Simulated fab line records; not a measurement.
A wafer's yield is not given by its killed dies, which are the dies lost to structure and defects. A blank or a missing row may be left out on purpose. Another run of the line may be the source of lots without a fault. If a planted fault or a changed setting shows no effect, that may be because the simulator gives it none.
A lot that was struck, set against a sound lot -- flow n5-finfet -- 42 steps out of a route of 1938
Sound: wafers L100.2, L100.3, L100.6. The struck wafers were L110.2, L110.3, L110.4. The cause is named last.
Order at every step that has rows: each side's tool, ch and its chambers, its first start. Under that, the readings that differ: sound wafers -- struck wafers -- difference of the means -- sigmas: that difference in standard deviations of wafers without a fault.
alike: same words and numbers on both sides, and readings whose means sit less than 2 such deviations apart. not compared: any withheld reading, any reading some wafer has no value for, any bound like >300 that may hide the same value, and any number with overlapping values for which the record gives no deviation.
The two part at a step that has a row with sigmas, a row that says differs or no value, or rows on one side only. Non-overlapping numbers with no deviation appear without sigmas and do not part them. A reading missing from all wafers of one side parts the sides only when that side holds two or more wafers.

first, 12 steps without rows for these wafers: N5_SD_EPI_N_ETCH_35 (etches SOC in N2/H2, overetch 108 nm, time 486 s); N5_SD_EPI_N_STRIP_36 (strips in N2/H2); N5_SD_EPI_N_ETCHBACK_44 (etches SiNx in CH3F/O2, stops on SiO2, target depth 14.5 nm); N5_SD_EPI_N_ETCH_45 (etches SiOCN in CH3F/O2, target depth 6 nm); N5_SD_EPI_N_ETCH_16 (etches SiO2 in CHF3/O2, target depth 5 nm); N5_SD_EPI_N_STRIP_47 (strips in CHF3/O2); N5_SD_EPI_N_SD_RECESS_17 (chemistry HBr/Cl2/O2, target depth 41 nm, time 23.7 s, bt time 3 s); N5_SD_EPI_N_STRIP_38 (strips in N2/H2); N5_SD_EPI_N_WET_ETCH_43 (etches SiO2 in dHF, time 14 s, target depth 1.5 nm); N5_SD_EPI_N_STRIP_18 (strips in SPM, time 750 s); N5_SD_EPI_N_SRD_20 (time 30 s); N5_SD_EPI_N_PRECLEAN_48 (cleans in NF3:NH3, afs cycles 2, time 20 s, sublimation time 60 s).
N5_SD_EPI_N_VAPOR_ETCH_50: etches Si in HCl, time 54 s.
  sound on epi-rpcvd-04 ch 0, day 3 20:46; struck on epi-rpcvd-04 ch 0, day 6 08:55
  alike: throttle-valve-pct
then, 5 steps without rows for these wafers: N5_SD_EPI_N_EPI_21 (deposits Si:P, time 690 s); N5_SD_EPI_N_PRECLEAN_24 (cleans in O3/DIW, time 60 s); N5_SD_EPI_N_SRD_25 (time 30 s); N5_SD_EPI_N_PRECLEAN_49 (cleans in NF3:NH3, afs cycles 1, time 20 s, sublimation time 60 s); N5_SD_EPI_N_LINER_46 (material SiNx, target thk 3 nm).
N5_SD_EPI_N_INSPECT_26: inspects for defects (darkfield).
  sound on defect-inspect-02, day 3 23:49; struck on defect-inspect-02, day 6 12:49
reading,sound,struck,difference,sigmas
raw-defect-count,237 209 252,1267 1193 1176,+979,+21
then, 8 steps without rows for these wafers: N5_SD_EPI_P_COAT_34 (time 60 s, resist thk 350 nm); N5_SD_EPI_P_COAT_35 (time 60 s, resist thk 35 nm); N5_SD_EPI_P_COAT_03 (resist thk 150 nm); N5_SD_EPI_P_EBR_05; N5_SD_EPI_P_SOFTBAKE_04 (time 60 s); N5_SD_EPI_P_EXPOSE_06 (exposes mask SD P BLK, target cd 240 nm); N5_SD_EPI_P_PEB_07 (peb time 60 s); N5_SD_EPI_P_DEVELOP_08 (develop time 30 s).
N5_SD_EPI_P_INSPECT_11: inspects for defects (macro).
  sound on defect-inspect-02, day 4 00:08; struck on defect-inspect-02, day 6 13:16
reading,sound,struck,difference,sigmas
raw-defect-count,1 3 5,>300 >300 >300,differs,
then, 11 steps without rows for these wafers: N5_SD_EPI_P_DESCUM_14 (chemistry O2, time 7.9 s); N5_SD_EPI_P_ETCH_36 (etches SiARC in CF4, target depth 45.5 nm, time 75.8 s); N5_SD_EPI_P_ETCH_37 (etches SOC in N2/H2, overetch 108 nm, time 486 s); N5_SD_EPI_P_STRIP_38 (strips in N2/H2); N5_SD_EPI_P_ETCHBACK_46 (etches SiNx in CH3F/O2, stops on SiO2, target depth 17.5 nm); N5_SD_EPI_P_ETCH_47 (etches SiOCN in CH3F/O2, target depth 25 nm); N5_SD_EPI_P_ETCH_16 (etches SiO2 in CHF3/O2, target depth 5 nm); N5_SD_EPI_P_STRIP_50 (strips in CHF3/O2); N5_SD_EPI_P_SD_RECESS_17 (chemistry HBr/Cl2/O2, target depth 39.1 nm, bt time 3 s); N5_SD_EPI_P_WET_ETCH_45 (etches SiO2 in dHF, time 10.7 s, target depth 2 nm, rinse time 30 s); N5_SD_EPI_P_STRIP_40 (strips in N2/H2).
N5_SD_EPI_P_INSPECT_26: inspects for defects (darkfield).
  sound on defect-inspect-01, day 4 03:54; struck on defect-inspect-01, day 6 19:04
reading,sound,struck,difference,sigmas
raw-defect-count,196 199 188,1208 1125 1069,+940,+20
-- the record jumps here: 5 days lie between the struck wafers' starts before and after (it left off in module SD_EPI_P and takes up again in module BEOL_M4, whose first step shown is number 1111 of the route) --
N5_BEOL_M4_RC_MEAS_101:
  sound on prober-02 ch 0, day 8 13:03; struck on prober-01 ch 0, day 11 15:42
  alike: DIBL_N, DIBL_P, IOFF_N, IOFF_P, ION_N, ION_P, SS_N, SS_P, VT_N, VT_P
-- a jump in the record: the struck wafers' starts before and after are 5 days apart (it breaks off in module BEOL_M4 and resumes in module PASSIVATION, where the first step shown is number 1936 of the route) --
N5_PASSIVATION_PROBE_49:
  sound on prober-02, day 12 22:50; struck on prober-02, day 16 06:37
reading,sound,struck,difference,sigmas
defect-limited-yield (%),91.1 90.3 92.2,79.7 79.8 80.0,-11.4,-8
killed-at-front-end,27 44 25,188 170 184,+149,+12
killed-dies,105 114 92,240 238 236,+134,+7
sort_bin_5_function (%),5.3 6.5 5.1,12.7 12.8 13.4,+7.3,+7
sort-n-pass,1075 1066 1088,940 942 944,-134,-7
sort-yield-pct (%),91.1 90.3 92.2,79.7 79.8 80.0,-11.4,-8
  alike: killed_at_M0_to_M3, killed_at_M4_up, killed-at-contacts, killed-at-other, killed-on-rim, killed-open, killed-short, sort_bin_6_memory

## WHERE THEY PART
Last at N5_PASSIVATION_PROBE_49 as far as this record goes, first at N5_SD_EPI_N_INSPECT_26.

WHY: whatever the simulator had introduced
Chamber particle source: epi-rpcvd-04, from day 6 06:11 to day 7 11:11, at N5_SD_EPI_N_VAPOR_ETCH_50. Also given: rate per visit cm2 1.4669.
